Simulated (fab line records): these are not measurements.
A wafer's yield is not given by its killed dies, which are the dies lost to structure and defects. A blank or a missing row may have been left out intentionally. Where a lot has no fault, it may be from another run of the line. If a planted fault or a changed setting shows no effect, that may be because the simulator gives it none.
Chamber matching || flow n5-finfet || N5_BEOL_M5_ILD_DEP_00 on pecvd-03 has 3 sister chambers
The step deposits SiCOH lowk from DEMS/porogen, target thk 140.64 nm, time 25.9 s. 18 wafers are shown with their chamber, then 9 later ones without.

== EACH WAFER AND ITS CHAMBER ==
{"wafer": "L076.1", "chamber": 0, "throttle-valve-pct (%)": 14.3, "heater-power-w (W)": 313, "rf-fwd-power-W (W)": 492.1}
{"wafer": "L076.4", "chamber": 1, "throttle-valve-pct (%)": 13.2, "heater-power-w (W)": 327, "rf-fwd-power-W (W)": 497.3}
{"wafer": "L076.5", "chamber": 2, "throttle-valve-pct (%)": 13.6, "heater-power-w (W)": 412, "rf-fwd-power-W (W)": 498.6}
{"wafer": "L077.1", "chamber": 2, "throttle-valve-pct (%)": 13.7, "heater-power-w (W)": 434, "rf-fwd-power-W (W)": 496.8}
{"wafer": "L077.4", "chamber": 2, "throttle-valve-pct (%)": 13.9, "heater-power-w (W)": 428, "rf-fwd-power-W (W)": 497.8}
{"wafer": "L077.6", "chamber": 1, "throttle-valve-pct (%)": 13.5, "heater-power-w (W)": 369, "rf-fwd-power-W (W)": 495.6}
{"wafer": "L078.1", "chamber": 0, "throttle-valve-pct (%)": 14.6, "heater-power-w (W)": 347, "rf-fwd-power-W (W)": 492.7}
{"wafer": "L078.5", "chamber": 0, "throttle-valve-pct (%)": 14.2, "heater-power-w (W)": 334, "rf-fwd-power-W (W)": 493.6}
{"wafer": "L078.6", "chamber": 2, "throttle-valve-pct (%)": 14.0, "heater-power-w (W)": 389, "rf-fwd-power-W (W)": 495.1}
{"wafer": "L083.2", "chamber": 2, "throttle-valve-pct (%)": 14.1, "heater-power-w (W)": 434, "rf-fwd-power-W (W)": 496.9}
{"wafer": "L083.4", "chamber": 0, "throttle-valve-pct (%)": 14.3, "heater-power-w (W)": 288, "rf-fwd-power-W (W)": 490.7}
{"wafer": "L083.6", "chamber": 1, "throttle-valve-pct (%)": 13.3, "heater-power-w (W)": 340, "rf-fwd-power-W (W)": 493.0}
{"wafer": "L084.2", "chamber": 2, "throttle-valve-pct (%)": 13.9, "heater-power-w (W)": 374, "rf-fwd-power-W (W)": 496.0}
{"wafer": "L084.3", "chamber": 0, "throttle-valve-pct (%)": 14.2, "heater-power-w (W)": 338, "rf-fwd-power-W (W)": 490.5}
{"wafer": "L084.4", "chamber": 2, "throttle-valve-pct (%)": 13.7, "heater-power-w (W)": 384, "rf-fwd-power-W (W)": 495.2}
{"wafer": "L086.2", "chamber": 0, "throttle-valve-pct (%)": 14.4, "heater-power-w (W)": 317, "rf-fwd-power-W (W)": 491.8}
{"wafer": "L086.3", "chamber": 2, "throttle-valve-pct (%)": 13.9, "heater-power-w (W)": 397, "rf-fwd-power-W (W)": 498.7}
{"wafer": "L086.5", "chamber": 2, "throttle-valve-pct (%)": 14.0, "heater-power-w (W)": 401, "rf-fwd-power-W (W)": 497.2}

SIGNATURES, as means of the wafers listed above
{"reading": "throttle-valve-pct", "chamber 0": 14.333, "chamber 1": 13.333, "chamber 2": 13.867, "scatter within a chamber": 0.159}
{"reading": "heater-power-w", "chamber 0": 322.83, "chamber 1": 345.33, "chamber 2": 405.89, "scatter within a chamber": 21.9}
{"reading": "rf-fwd-power-W", "chamber 0": 491.900, "chamber 1": 495.300, "chamber 2": 496.922, "scatter within a chamber": 1.42}
Rule: distance of a wafer from a chamber = root of the sum over the readings of ((wafer's reading minus chamber's mean) / reading's scatter) squared. If the next closest chamber is less than 2 further off than the closest, the wafer can't be placed; otherwise it belongs to the closest. The scatter is the square root of a quotient: the sum, over the shown wafers, of each reading's squared deviation from its chamber's mean, divided by wafers minus chambers.

== WAFERS WHOSE CHAMBER IS MISSING ==
{"wafer": "L094.2", "throttle-valve-pct (%)": 14.4, "heater-power-w (W)": 340, "rf-fwd-power-W (W)": 489.0}
{"wafer": "L094.4", "throttle-valve-pct (%)": 13.4, "heater-power-w (W)": 334, "rf-fwd-power-W (W)": 496.6}
{"wafer": "L094.5", "throttle-valve-pct (%)": 14.7, "heater-power-w (W)": 330, "rf-fwd-power-W (W)": 492.1}
{"wafer": "L092.1", "throttle-valve-pct (%)": 14.4, "heater-power-w (W)": 318, "rf-fwd-power-W (W)": 489.1}
{"wafer": "L092.3", "throttle-valve-pct (%)": 13.8, "heater-power-w (W)": 421, "rf-fwd-power-W (W)": 497.8}
{"wafer": "L092.4", "throttle-valve-pct (%)": 14.3, "heater-power-w (W)": 324, "rf-fwd-power-W (W)": 490.3}
{"wafer": "L096.1", "throttle-valve-pct (%)": 14.3, "heater-power-w (W)": 324, "rf-fwd-power-W (W)": 492.2}
{"wafer": "L096.4", "throttle-valve-pct (%)": 14.0, "heater-power-w (W)": 420, "rf-fwd-power-W (W)": 497.0}
{"wafer": "L096.5", "throttle-valve-pct (%)": 14.4, "heater-power-w (W)": 331, "rf-fwd-power-W (W)": 490.7}

== EACH ONE'S CHAMBER ==
{"wafer": "L094.2", "from the rows above": 0, "in truth": 0}
{"wafer": "L094.4", "from the rows above": 1, "in truth": 1}
{"wafer": "L094.5", "from the rows above": 0, "in truth": 0}
{"wafer": "L092.1", "from the rows above": 0, "in truth": 0}
{"wafer": "L092.3", "from the rows above": 2, "in truth": 2}
{"wafer": "L092.4", "from the rows above": 0, "in truth": 0}
{"wafer": "L096.1", "from the rows above": 0, "in truth": 0}
{"wafer": "L096.4", "from the rows above": 2, "in truth": 2}
{"wafer": "L096.5", "from the rows above": 0, "in truth": 0}
Correctly placed: 9 of 9. Not placeable from these rows: 0. 0 placed wrongly.
